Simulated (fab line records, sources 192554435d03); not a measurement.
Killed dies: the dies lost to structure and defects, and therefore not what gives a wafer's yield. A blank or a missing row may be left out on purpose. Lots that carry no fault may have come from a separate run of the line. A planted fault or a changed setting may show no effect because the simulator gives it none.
What tool caused it?    flow n5 finfet    30 wafers from 10 lots sampled at 4 of the route's 1938 steps

== WHAT THE GAUGES READ, wafer by wafer ==
N5_BEOL_M4_RC_MEAS_101. Usual: DIBL_N 35.8 mV/V, standard deviation 1.8; DIBL_P 35.9 mV/V, standard deviation 2.2; IOFF_N 0.16 nA/um, standard deviation 0.035; IOFF_P 0.21 nA/um, standard deviation 0.04; ION_N 672 uA/um, standard deviation 11; ION_P 461 uA/um, standard deviation 7.4; SS_N 71.4 mV/dec, standard deviation 0.64; SS_P 73.2 mV/dec, standard deviation 0.67; VT_N 250 mV, standard deviation 3.5; VT_P -251 mV, standard deviation 3.4.
lot   measured      on         DIBL_N (mV/V)   DIBL_P (mV/V)   IOFF_N (nA/um)  IOFF_P (nA/um)  ION_N (uA/um)  ION_P (uA/um)  SS_N (mV/dec)   SS_P (mV/dec)   VT_N (mV)    VT_P (mV)       flag
L988  day 7 19:40   prober-02  35.0 35.8 35.0  34.4 36.3 35.2  0.15 0.17 0.15  0.16 0.19 0.17  664 691 671    450 467 459    71.5 72.1 72.0  73.0 73.8 72.7  250 248 248  -254 -252 -252  
L990  day 7 21:46   prober-02  34.2 33.8 34.3  32.9 34.0 33.8  0.12 0.12 0.13  0.17 0.18 0.18  664 671 673    451 462 452    71.0 71.3 70.8  72.0 71.9 73.0  254 257 253  -254 -255 -252  
L992  day 8 20:38   prober-02  37.6 34.5 35.5  39.3 35.6 37.1  0.21 0.15 0.17  0.27 0.21 0.24  679 670 676    467 459 473    72.1 71.0 71.4  73.9 72.9 73.0  247 250 251  -246 -247 -248  
L993  day 9 08:31   prober-01  35.9 35.0 36.8  37.2 35.8 37.1  0.16 0.14 0.17  0.21 0.20 0.21  671 669 675    464 459 464    72.0 71.6 71.9  73.4 72.8 73.3  250 252 250  -250 -254 -249  
L995  day 9 17:13   prober-01  36.0 39.2 38.9  35.7 39.2 39.0  0.15 0.21 0.20  0.20 0.27 0.25  665 683 676    462 468 470    71.5 72.0 72.2  72.8 74.2 73.1  254 251 248  -250 -248 -250  
L994  day 10 00:50  prober-01  38.6 36.7 35.0  40.7 37.9 36.7  0.21 0.17 0.13  0.24 0.19 0.17  691 683 665    467 459 451    72.3 72.1 71.1  73.7 72.5 72.8  247 249 254  -250 -251 -255  
L999  day 10 22:46  prober-02  35.6 38.5 37.0  35.6 39.2 37.5  0.14 0.19 0.18  0.18 0.24 0.21  674 682 685    455 459 465    71.6 72.2 72.7  73.2 73.4 73.6  249 249 249  -251 -249 -250  
L105  day 12 09:31  prober-01  37.6 36.7 35.9  37.8 36.8 36.1  0.17 0.15 0.14  0.19 0.17 0.17  671 668 660    444 446 448    72.1 72.0 71.8  73.8 73.5 73.5  251 252 253  -257 -256 -256  
L103  day 12 13:22  prober-02  37.4 39.5 34.0  36.8 40.4 33.2  0.21 0.25 0.13  0.27 0.34 0.20  697 702 667    478 486 462    71.8 72.1 70.4  73.6 73.8 72.5  245 242 252  -244 -243 -247  
L107  day 12 20:54  prober-01  37.0 37.4 36.3  36.5 37.5 36.1  0.16 0.17 0.17  0.22 0.26 0.22  673 670 671    455 462 463    71.6 71.8 71.5  73.1 74.1 73.4  251 248 250  -249 -245 -247  

N5_BEOL_M7_CD_MEAS_35 targets a cd of 40 nm. Usual: cd nm 40.6 nm, standard deviation 0.56.
lot   measured      on         cd nm (nm)      flag
L988  day 9 01:58   cd sem-02  41.6 40.9 41.4  
L990  day 9 01:27   cd sem-01  39.4 40.2 40.4  
L992  day 9 23:01   cd sem-03  40.3 41.0 40.4  
L993  day 10 10:01  cd sem-03  40.3 40.5 40.9  
L995  day 10 20:50  cd sem-02  40.4 40.0 40.6  
L994  day 11 06:14  cd sem-01  40.7 40.6 40.6  
L999  day 11 23:50  cd sem-01  40.9 41.4 40.6  
L105  day 13 08:55  cd sem-01  40.9 39.8 39.5  
L103  day 13 16:29  cd sem-02  39.7 40.6 40.6  
L107  day 14 01:49  cd sem-03  40.7 40.7 40.7  

N5_BEOL_M7_THK_MEAS_53: measures by xrf. Usual: M7_THK gives 81.4 nm (standard deviation 2.1).
lot   measured      on             M7_THK (nm)     flag
L988  day 9 07:56   film metro-01  81.2 77.9 82.5  
L990  day 9 06:19   film metro-01  84.7 80.4 79.4  
L992  day 10 04:49  film metro-02  84.9 83.4 84.0  
L993  day 10 13:52  film metro-02  78.3 80.3 81.1  
L995  day 11 00:07  film metro-02  79.9 79.6 79.6  
L994  day 11 08:55  film metro-02  81.2 80.2 78.4  
L999  day 12 02:56  film metro-02  81.7 83.6 80.0  
L105  day 13 12:11  film metro-01  80.8 84.0 80.3  
L103  day 13 18:55  film metro-02  81.3 81.0 81.6  
L107  day 14 04:34  film metro-02  84.2 79.5 83.4  

== TOOL THAT RAN EACH LOT (tool first, then ch and the chambers of the sampled wafers, then the start) ==
lot   N5_BEOL_M7_CMP_52
L988  cmp-01 ch 1,2,3, day 9 07:38
L990  cmp-03 ch 1,2,3, day 9 06:01
L992  cmp-02 ch 1,2,3, day 10 04:35
L993  cmp-01 ch 0,1,3, day 10 13:37
L995  cmp-01 ch 0,1, day 10 23:49
L994  cmp-01 ch 0,1,3, day 11 08:37
L999  cmp-03 ch 0,2,3, day 12 02:41
L105  cmp-02 ch 0,2,3, day 13 11:53
L103  cmp-03 ch 0,1, day 13 18:39
L107  cmp-01 ch 0,2,3, day 14 04:16
- N5_BEOL_M7_CMP_52: polishes, stops on SiCOH lowk, t overpolish 6.9 s, target thk 80 nm.

== AS READ BY THE TOOLS THEMSELVES (means over the sampled wafers that have a number; for cases with no such wafer, the mark the record gives instead) ==
N5_BEOL_M7_CMP_52. Usual: barrier field endpoint s 29.0 s, standard deviation 0.8; motor current A 5.8 A, standard deviation 0.65; overpolish run s 6.900 s, standard deviation 0.0094; platen rpm 50.01 rpm, standard deviation 0.036; slurry filter dp kPa 13.48 kPa, standard deviation 0.14; time to endpoint s 63 s, standard deviation 3.3.
lot   tool    barrier field endpoint s (s)  motor current A (A)  overpolish run s (s)  platen rpm (rpm)  slurry filter dp kPa (kPa)  time to endpoint s (s)  flag
L988  cmp-01  29.0                          6.3                  6.902                 50.01             13.32                       62                      
L990  cmp-03  28.2                          5.8                  6.897                 49.98             13.57                       62                      
L992  cmp-02  29.8                          5.5                  6.909                 49.98             13.46                       64                      
L993  cmp-01  28.5                          6.1                  6.899                 49.98             13.41                       58                      
L995  cmp-01  28.1                          5.6                  6.899                 49.99             13.49                       58                      
L994  cmp-01  28.0                          5.9                  6.898                 50.02             13.49                       60                      
L999  cmp-03  29.0                          6.2                  6.902                 50.02             13.37                       63                      
L105  cmp-02  29.2                          5.5                  6.894                 50.03             13.47                       66                      
L103  cmp-03  29.5                          5.9                  6.902                 50.00             13.47                       63                      
L107  cmp-01  28.7                          6.1                  6.891                 50.04             13.51                       62                      

== THE ANSWER, worked out from the rows above alone ==
Rule: a lot counts as off when the mean over its wafers that have a number is more than 3 standard deviations away from the usual mean. A lot without any number at a reading at which 4 lots or more have one is off too. All remaining lots with rows at the step are treated as sound. The gauges are gone through in route order, then the tools' own readings, and for those a lot's mean is taken as printed above. The first step at which some lot is off is used, and at that step the reading that is off furthest; a lot without a number counts as furthest.
No lot is off at any reading shown: from this, nothing can be told.

== WHAT THE SIMULATOR HAD PUT IN ==
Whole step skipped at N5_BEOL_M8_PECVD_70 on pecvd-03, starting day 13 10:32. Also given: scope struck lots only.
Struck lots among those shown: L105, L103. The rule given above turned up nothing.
